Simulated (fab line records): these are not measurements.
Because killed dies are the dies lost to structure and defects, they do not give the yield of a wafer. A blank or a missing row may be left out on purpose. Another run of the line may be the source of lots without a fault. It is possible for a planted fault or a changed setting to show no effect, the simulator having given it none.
Which tool did it? ; flow nand-harc ; Sampling: 12 lots, 36 wafers, 3 of 1159 route steps

== WHAT THE GAUGES SHOWED, per wafer ==
NHARC_A_CONTACT_CD_MEAS_15.
lot;measured;on;cd-nm (nm)
L077;day 17 08:29;cd-sem-01;89.3 89.9 89.0
L076;day 17 18:20;cd-sem-02;90.2 90.4 90.0
L080;day 18 14:56;cd-sem-03;90.6 90.0 90.3
L081;day 19 01:46;cd-sem-01;90.1 90.3 91.1
L084;day 19 14:08;cd-sem-02;89.7 89.3 90.9
L087;day 20 03:34;cd-sem-01;89.2 89.8 89.5
L089;day 20 10:26;cd-sem-03;89.5 89.5 90.3
L090;day 21 01:46;cd-sem-03;89.8 90.7 89.4
L091;day 21 15:01;cd-sem-03;89.0 89.0 89.6
L094;day 22 06:11;cd-sem-01;90.2 90.2 90.7
L095;day 22 10:32;cd-sem-01;90.0 89.6 90.9
L097;day 24 02:19;cd-sem-03;90.1 91.0 89.8

== TOOL THAT RAN EACH LOT (tool first, then ch and the chambers of the sampled wafers, then the start) ==
lot;NHARC_A_CONTACT_ETCH_134;NHARC_A_CONTACT_ETCH_136
L077;har-cap-etch-03 ch 0,1, day 17 06:52;har-cap-etch-03 ch 0,1, day 17 07:17
L076;har-cap-etch-02 ch 0,1, day 17 17:00;har-cap-etch-02 ch 0,1, day 17 17:19
L080;har-cap-etch-01 ch 0,1, day 18 13:21;har-cap-etch-01 ch 0,1, day 18 13:46
L081;har-cap-etch-01 ch 0,1, day 19 00:23;har-cap-etch-01 ch 0,1, day 19 00:41
L084;har-cap-etch-02 ch 0,1, day 19 12:49;har-cap-etch-02 ch 0,1, day 19 13:08
L087;har-cap-etch-02 ch 0,1, day 20 02:16;har-cap-etch-02 ch 0,1, day 20 02:34
L089;har-cap-etch-01 ch 0,1, day 20 08:56;har-cap-etch-01 ch 0,1, day 20 09:15
L090;har-cap-etch-03 ch 0,1, day 21 00:28;har-cap-etch-03 ch 0,1, day 21 00:47
L091;har-cap-etch-02 ch 0,1, day 21 13:38;har-cap-etch-02 ch 0,1, day 21 13:58
L094;har-cap-etch-03 ch 0,1, day 22 04:52;har-cap-etch-03 ch 0,1, day 22 05:11
L095;har-cap-etch-01 ch 1, day 22 09:14;har-cap-etch-01 ch 1, day 22 09:33
L097;har-cap-etch-01 ch 0,1, day 24 00:59;har-cap-etch-01 ch 0,1, day 24 01:18
- NHARC_A_CONTACT_ETCH_134: etches the open film in C4F8/O2/Ar, time 140 s, target depth 700 nm.
- NHARC_A_CONTACT_ETCH_136: etches the open film in C4F8/O2/Ar, time 132 s, target depth 1287 nm.

== THE ANSWER, worked out from the rows above alone ==
Rule: the usual values come from the lots themselves. The widest of any qualifying gaps counts: lots, ordered by their means at a reading, are off when they make up no more than a third of the lots, leave a main group of 4 or more, and stand apart from it by 3 or more times the standard deviation of that group's means. A main group whose means are all the same, to the digits that the tables above print for the reading, isn't used. A lot without any number at a reading at which 4 lots or more have one is off too. The other lots that the step has rows for count as sound.
No lot is off on any of the readings shown, so nothing can be concluded from this.

== WHAT THE SIMULATOR HAD PUT IN ==
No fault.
